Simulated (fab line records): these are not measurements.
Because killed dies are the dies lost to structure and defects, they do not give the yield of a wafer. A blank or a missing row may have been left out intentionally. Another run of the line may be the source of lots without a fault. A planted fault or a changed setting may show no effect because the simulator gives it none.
Matching of chambers :: flow n5-finfet :: 4 sister chambers for N5_SD_EPI_N_ETCH_16 on rie-diel-06
The step etches SiO2 in CHF3/O2, target depth 5 nm. 22 wafers are shown with their chamber, then 11 later ones without.

## WAFERS PAIRED WITH THEIR CHAMBERS
wafer: L075.1
chamber: 0
throttle-valve-pct (%): 19.06
showerhead-plenum-p-Torr (Torr): 2.50
rf-vpp-V (V): 512

wafer: L075.3
chamber: 3
throttle-valve-pct (%): 18.45
showerhead-plenum-p-Torr (Torr): 2.35
rf-vpp-V (V): 531

wafer: L075.5
chamber: 3
throttle-valve-pct (%): 18.43
showerhead-plenum-p-Torr (Torr): 2.35
rf-vpp-V (V): 531

wafer: L076.1
chamber: 3
throttle-valve-pct (%): 18.45
showerhead-plenum-p-Torr (Torr): 2.35
rf-vpp-V (V): 530

wafer: L076.4
chamber: 1
throttle-valve-pct (%): 18.86
showerhead-plenum-p-Torr (Torr): 2.45
rf-vpp-V (V): 533

wafer: L076.6
chamber: 3
throttle-valve-pct (%): 18.44
showerhead-plenum-p-Torr (Torr): 2.35
rf-vpp-V (V): 530

wafer: L077.2
chamber: 2
throttle-valve-pct (%): 18.90
showerhead-plenum-p-Torr (Torr): 2.34
rf-vpp-V (V): 531

wafer: L077.5
chamber: 1
throttle-valve-pct (%): 18.84
showerhead-plenum-p-Torr (Torr): 2.45
rf-vpp-V (V): 533

wafer: L077.6
chamber: 0
throttle-valve-pct (%): 19.05
showerhead-plenum-p-Torr (Torr): 2.50
rf-vpp-V (V): 513

wafer: L079.1
chamber: 1
throttle-valve-pct (%): 18.86
showerhead-plenum-p-Torr (Torr): 2.45
rf-vpp-V (V): 533

wafer: L079.2
chamber: 0
throttle-valve-pct (%): 19.05
showerhead-plenum-p-Torr (Torr): 2.50
rf-vpp-V (V): 512

wafer: L079.5
chamber: 0
throttle-valve-pct (%): 19.06
showerhead-plenum-p-Torr (Torr): 2.50
rf-vpp-V (V): 512

wafer: L080.2
chamber: 3
throttle-valve-pct (%): 18.45
showerhead-plenum-p-Torr (Torr): 2.34
rf-vpp-V (V): 532

wafer: L080.3
chamber: 1
throttle-valve-pct (%): 18.86
showerhead-plenum-p-Torr (Torr): 2.45
rf-vpp-V (V): 532

wafer: L080.4
chamber: 0
throttle-valve-pct (%): 19.06
showerhead-plenum-p-Torr (Torr): 2.49
rf-vpp-V (V): 514

wafer: L082.1
chamber: 1
throttle-valve-pct (%): 18.88
showerhead-plenum-p-Torr (Torr): 2.45
rf-vpp-V (V): 533

wafer: L082.3
chamber: 2
throttle-valve-pct (%): 18.90
showerhead-plenum-p-Torr (Torr): 2.33
rf-vpp-V (V): 530

wafer: L082.6
chamber: 1
throttle-valve-pct (%): 18.89
showerhead-plenum-p-Torr (Torr): 2.45
rf-vpp-V (V): 532

wafer: L083.1
chamber: 3
throttle-valve-pct (%): 18.46
showerhead-plenum-p-Torr (Torr): 2.34
rf-vpp-V (V): 532

wafer: L083.2
chamber: 0
throttle-valve-pct (%): 19.08
showerhead-plenum-p-Torr (Torr): 2.49
rf-vpp-V (V): 514

wafer: L083.3
chamber: 2
throttle-valve-pct (%): 18.91
showerhead-plenum-p-Torr (Torr): 2.33
rf-vpp-V (V): 531

wafer: L085.1
chamber: 1
throttle-valve-pct (%): 18.89
showerhead-plenum-p-Torr (Torr): 2.45
rf-vpp-V (V): 532

SIGNATURES, as means of the wafers listed above
reading: throttle-valve-pct
chamber 0: 19.0600
chamber 1: 18.8686
chamber 2: 18.9033
chamber 3: 18.4467
scatter within a chamber: 0.0135

reading: showerhead-plenum-p-Torr
chamber 0: 2.4967
chamber 1: 2.4500
chamber 2: 2.3333
chamber 3: 2.3467
scatter within a chamber: 0.0043

reading: rf-vpp-V
chamber 0: 512.83
chamber 1: 532.57
chamber 2: 530.67
chamber 3: 531.00
scatter within a chamber: 0.789
Rule: for a wafer and a chamber, the distance is found by dividing, reading by reading, the gap between the wafer's reading and the chamber's mean by the reading's scatter, squaring, summing and taking the root. The wafer belongs to the nearest chamber; if the next one is less than 2 further off, it can't be placed. The scatter: the root of (the sum of the squares of (reading less its chamber's mean) over the shown wafers, divided by (wafers less chambers)).

## WAFERS WITH NO CHAMBER GIVEN
wafer: L085.4
throttle-valve-pct (%): 18.92
showerhead-plenum-p-Torr (Torr): 2.33
rf-vpp-V (V): 530

wafer: L085.5
throttle-valve-pct (%): 18.49
showerhead-plenum-p-Torr (Torr): 2.34
rf-vpp-V (V): 531

wafer: L086.2
throttle-valve-pct (%): 18.48
showerhead-plenum-p-Torr (Torr): 2.34
rf-vpp-V (V): 532

wafer: L086.4
throttle-valve-pct (%): 18.92
showerhead-plenum-p-Torr (Torr): 2.33
rf-vpp-V (V): 531

wafer: L086.6
throttle-valve-pct (%): 18.92
showerhead-plenum-p-Torr (Torr): 2.33
rf-vpp-V (V): 530

wafer: L090.2
throttle-valve-pct (%): 18.90
showerhead-plenum-p-Torr (Torr): 2.44
rf-vpp-V (V): 533

wafer: L090.3
throttle-valve-pct (%): 18.94
showerhead-plenum-p-Torr (Torr): 2.33
rf-vpp-V (V): 530

wafer: L090.4
throttle-valve-pct (%): 19.10
showerhead-plenum-p-Torr (Torr): 2.49
rf-vpp-V (V): 512

wafer: L091.3
throttle-valve-pct (%): 18.89
showerhead-plenum-p-Torr (Torr): 2.44
rf-vpp-V (V): 532

wafer: L091.4
throttle-valve-pct (%): 19.10
showerhead-plenum-p-Torr (Torr): 2.49
rf-vpp-V (V): 513

wafer: L091.6
throttle-valve-pct (%): 18.94
showerhead-plenum-p-Torr (Torr): 2.33
rf-vpp-V (V): 530

## CHAMBER TAKEN BY EACH
wafer: L085.4
from the rows above: 2
in truth: 2

wafer: L085.5
from the rows above: 3
in truth: 3

wafer: L086.2
from the rows above: 3
in truth: 3

wafer: L086.4
from the rows above: 2
in truth: 2

wafer: L086.6
from the rows above: 2
in truth: 2

wafer: L090.2
from the rows above: 1
in truth: 1

wafer: L090.3
from the rows above: 2
in truth: 2

wafer: L090.4
from the rows above: 0
in truth: 0

wafer: L091.3
from the rows above: 1
in truth: 1

wafer: L091.4
from the rows above: 0
in truth: 0

wafer: L091.6
from the rows above: 2
in truth: 2
11 of 11 placed correctly. From these rows, 0 cannot be placed. Wrongly placed: 0.
